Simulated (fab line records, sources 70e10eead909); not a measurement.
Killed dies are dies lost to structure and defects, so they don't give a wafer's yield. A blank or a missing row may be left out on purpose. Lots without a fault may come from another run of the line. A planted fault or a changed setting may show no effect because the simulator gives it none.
Which tool did it? | flow nand_harc | 11 lots, 33 wafers sampled, at 7 steps of a route of 1302

WHAT THE GAUGES READ, wafer by wafer
NHARC_P_START_INSPECT_01. Usual: raw_defect_count 3.8, standard deviation 2.
lot  | measured     | on                | raw_defect_count | flag
L313 | day 2 06:02  | defect_inspect-02 | 3 2 4            |
L316 | day 3 12:02  | defect_inspect-01 | 1 4 4            |
L318 | day 4 08:02  | defect_inspect-01 | 5 1 3            |
L319 | day 4 18:02  | defect_inspect-01 | 4 2 4            |
L320 | day 5 04:02  | defect_inspect-02 | 3 3 3            |
L322 | day 6 00:02  | defect_inspect-02 | 4 3 6            |
L326 | day 7 16:02  | defect_inspect-02 | 4 2 6            |
L327 | day 8 02:02  | defect_inspect-02 | 0 7 4            |
L328 | day 8 12:02  | defect_inspect-01 | 4 1 6            |
L332 | day 10 04:02 | defect_inspect-01 | 5 3 3            |
L335 | day 11 10:03 | defect_inspect-01 | 5 7 3            |

NHARC_P_STI_CD_MEAS_09: target cd 200 nm. Usual: cd_nm 197.3 nm, standard deviation 1.9.
lot  | measured     | on        | cd_nm (nm)        | flag
L313 | day 3 08:12  | cd_sem-03 | 199.7 197.9 197.7 |
L316 | day 4 14:45  | cd_sem-01 | 197.5 197.4 198.1 |
L318 | day 5 15:57  | cd_sem-02 | 194.5 193.9 195.1 |
L319 | day 5 20:55  | cd_sem-02 | 198.9 199.2 198.0 |
L320 | day 6 03:43  | cd_sem-03 | 199.8 199.9 196.1 |
L322 | day 6 22:25  | cd_sem-03 | 200.6 197.7 198.1 |
L326 | day 8 16:10  | cd_sem-01 | 212.5 213.7 212.7 | OFF
L327 | day 9 02:18  | cd_sem-02 | 199.2 197.7 195.9 |
L328 | day 9 09:50  | cd_sem-01 | 199.0 196.8 192.7 |
L332 | day 11 07:58 | cd_sem-02 | 196.0 196.5 197.0 |
L335 | day 12 05:07 | cd_sem-01 | 196.7 197.2 197.4 |

NHARC_P_STI_OCD_MEAS_17. Usual: trench_depth_nm 300 nm, standard deviation 3.8; trench_foot_cd_nm 155.4 nm, standard deviation 2.
lot  | measured     | on     | trench_depth_nm (nm) | trench_foot_cd_nm (nm) | flag
L313 | day 3 09:01  | ocd-02 | 306 302 304          | 156.9 155.3 155.4      |
L316 | day 4 15:33  | ocd-01 | 298 301 294          | 155.9 155.0 157.7      |
L318 | day 5 16:44  | ocd-01 | 302 303 292          | 152.6 151.7 154.1      |
L319 | day 5 21:42  | ocd-02 | 298 300 301          | 157.6 157.1 155.7      |
L320 | day 6 04:30  | ocd-02 | 304 304 305          | 157.3 157.2 153.8      |
L322 | day 6 23:12  | ocd-01 | 306 301 307          | 158.5 156.0 154.9      |
L326 | day 8 16:57  | ocd-02 | 301 304 297          | 170.3 170.3 170.7      | OFF
L327 | day 9 03:05  | ocd-01 | 296 292 294          | 158.3 156.6 154.6      |
L328 | day 9 10:37  | ocd-01 | 301 294 303          | 156.4 155.7 149.7      |
L332 | day 11 09:15 | ocd-01 | 297 298 295          | 154.0 154.9 155.9      |
L335 | day 12 06:06 | ocd-01 | 301 306 303          | 155.2 154.6 155.1      |

NHARC_END_SORT_01. Usual: killed_at_array 50, standard deviation 16; killed_at_other 0.8, standard deviation 1; killed_at_periphery 4, standard deviation 3.1; killed_dies 54, standard deviation 16; killed_open 3.2, standard deviation 2; killed_short 2.5, standard deviation 1.6.
lot  | measured     | on        | killed_at_array | killed_at_other | killed_at_periphery | killed_dies | killed_open | killed_short | flag
L328 | day 30 21:37 | prober-01 | 68 64 55        | 0 0 0           | 2 5 6               | 70 69 61    | 1 7 5       | 2 2 0        |

WHICH TOOL RAN EACH LOT (tool, then ch and the chambers of the sampled wafers, then the start)
lot  | NHARC_P_STI_EXPOSE_06             | NHARC_P_GATE_DEP_103            | NHARC_P_GATE_STRIP_112
L313 | krf_scanner-01 ch 0, day 3 08:03  | pecvd-03 ch 0,2, day 5 08:58    | plasma_asher-02 ch 0,1, day 5 23:53
L316 | krf_scanner-02 ch 0, day 4 14:36  | pecvd-03 ch 0,1, day 6 20:18    | plasma_asher-02 ch 0,1, day 7 11:17
L318 | krf_scanner-01 ch 0, day 5 15:48  | pecvd-02 ch 1,2, day 7 21:16    | plasma_asher-01 ch 0,1, day 8 14:12
L319 | krf_scanner-03 ch 0, day 5 20:46  | pecvd-03 ch 1,2, day 7 20:40    | plasma_asher-01 ch 0,1, day 8 11:18
L320 | krf_scanner-02 ch 0, day 6 03:33  | pecvd-01 ch 1,2, day 8 06:17    | plasma_asher-02 ch 0,1, day 8 20:58
L322 | krf_scanner-02 ch 0, day 6 22:17  | pecvd-01 ch 1,2, day 9 01:24    | plasma_asher-01 ch 0,1, day 9 16:20
L326 | krf_scanner-02 ch 0, day 8 16:01  | pecvd-01 ch 0,1, day 10 23:49   | plasma_asher-01 ch 0,1, day 11 14:41
L327 | krf_scanner-02 ch 0, day 9 02:09  | pecvd-02 ch 1,2, day 11 07:42   | plasma_asher-01 ch 0,1, day 11 22:53
L328 | krf_scanner-02 ch 0, day 9 09:41  | pecvd-02 ch 0,1, day 11 19:05   | plasma_asher-01 ch 0,1, day 12 10:10
L332 | krf_scanner-03 ch 0, day 11 07:49 | pecvd-02 ch 0,2, day 13 10:23   | plasma_asher-01 ch 0,1, day 14 01:13
L335 | krf_scanner-01 ch 0, day 12 04:58 | pecvd-03 ch 0,1,2, day 14 10:31 | plasma_asher-02 ch 0,1, day 15 07:49
- NHARC_P_STI_EXPOSE_06: exposes mask P STI, target cd 200 nm.
- NHARC_P_GATE_DEP_103: deposits SiON, target thk 30 nm.
- NHARC_P_GATE_STRIP_112: strips in N2/H2, time 200 s.

WHAT THE TOOLS THEMSELVES READ (means of the sampled wafers that have a number; where no wafer has one, the mark that the record gives instead)
NHARC_P_STI_EXPOSE_06. Usual: exposure_dose_mJ_cm2 37.69, standard deviation 0.035.
lot  | tool           | exposure_dose_mJ_cm2 | flag
L313 | krf_scanner-01 | 37.71                |
L316 | krf_scanner-02 | 37.70                |
L318 | krf_scanner-01 | 37.73                |
L319 | krf_scanner-03 | 37.65                |
L320 | krf_scanner-02 | 37.70                |
L322 | krf_scanner-02 | 37.66                |
L326 | krf_scanner-02 | 37.69                |
L327 | krf_scanner-02 | 37.68                |
L328 | krf_scanner-02 | 37.71                |
L332 | krf_scanner-03 | 37.67                |
L335 | krf_scanner-01 | 37.70                |

NHARC_P_GATE_DEP_103. Usual: heater_power_outer_w 446 W, standard deviation 62; heater_power_w 736 W, standard deviation 84; rf_fwd_power_W 348.4 W, standard deviation 1.1.
lot  | tool     | heater_power_outer_w (W) | heater_power_w (W) | rf_fwd_power_W (W) | flag
L313 | pecvd-03 | 503                      | 774                | 350.0              |
L316 | pecvd-03 | 426                      | 742                | 348.3              |
L318 | pecvd-02 | 352                      | 626                | 348.6              |
L319 | pecvd-03 | 456                      | 777                | 348.0              |
L320 | pecvd-01 | 505                      | 860                | 348.7              |
L322 | pecvd-01 | 543                      | 881                | 347.4              |
L326 | pecvd-01 | 490                      | 761                | 346.9              |
L327 | pecvd-02 | 381                      | 655                | 347.7              |
L328 | pecvd-02 | 352                      | 626                | 347.7              |
L332 | pecvd-02 | 447                      | 696                | 348.9              |
L335 | pecvd-03 | 431                      | 734                | 348.4              |

NHARC_P_GATE_STRIP_112. Usual: drypump_motor_current_A 6.0 A, standard deviation 0.42; heater_power_w 91 W, standard deviation 5.4; temp_c 110.04 C, standard deviation 0.12.
lot  | tool            | drypump_motor_current_A (A) | heater_power_w (W) | temp_c (C) | flag
L313 | plasma_asher-02 | 6.1                         | 90                 | 110.08     |
L316 | plasma_asher-02 | 6.2                         | 88                 | 110.08     |
L318 | plasma_asher-01 | 5.7                         | 94                 | 110.03     |
L319 | plasma_asher-01 | 5.7                         | 95                 | 109.93     |
L320 | plasma_asher-02 | 6.4                         | 88                 | 110.05     |
L322 | plasma_asher-01 | 5.7                         | 91                 | 109.95     |
L326 | plasma_asher-01 | 5.7                         | 91                 | 110.05     |
L327 | plasma_asher-01 | 5.7                         | 95                 | 110.03     |
L328 | plasma_asher-01 | 5.7                         | 92                 | 110.05     |
L332 | plasma_asher-01 | 5.7                         | 91                 | 109.97     |
L335 | plasma_asher-02 | 6.4                         | 88                 | 109.92     |

THE ANSWER, worked out from the rows above alone
Rule: a lot is off if the mean of its wafers that have a number lies more than 3 standard deviations from the usual mean. A lot without any number at a reading at which 4 lots or more have one is off too. The other lots that the step has rows for count as sound. The gauges are gone through in route order, then the tools' own readings, and for those a lot's mean is taken as printed above. The first step at which some lot is off is used, and at that step the reading that is off furthest; a lot without a number counts as furthest.
Off: L326, at NHARC_P_STI_CD_MEAS_09 (cd_nm).
A tool fits if, at a process step before that reading, it ran every lot that is off, and no sound lot after the first of them. The gauges at NHARC_P_STI_CD_MEAS_09 aren't tried: what is off there is off at NHARC_P_STI_OCD_MEAS_17 too, on other tools, and a gauge's error can't cause that. None of those tried fits.

WHAT THE SIMULATOR HAD PUT IN
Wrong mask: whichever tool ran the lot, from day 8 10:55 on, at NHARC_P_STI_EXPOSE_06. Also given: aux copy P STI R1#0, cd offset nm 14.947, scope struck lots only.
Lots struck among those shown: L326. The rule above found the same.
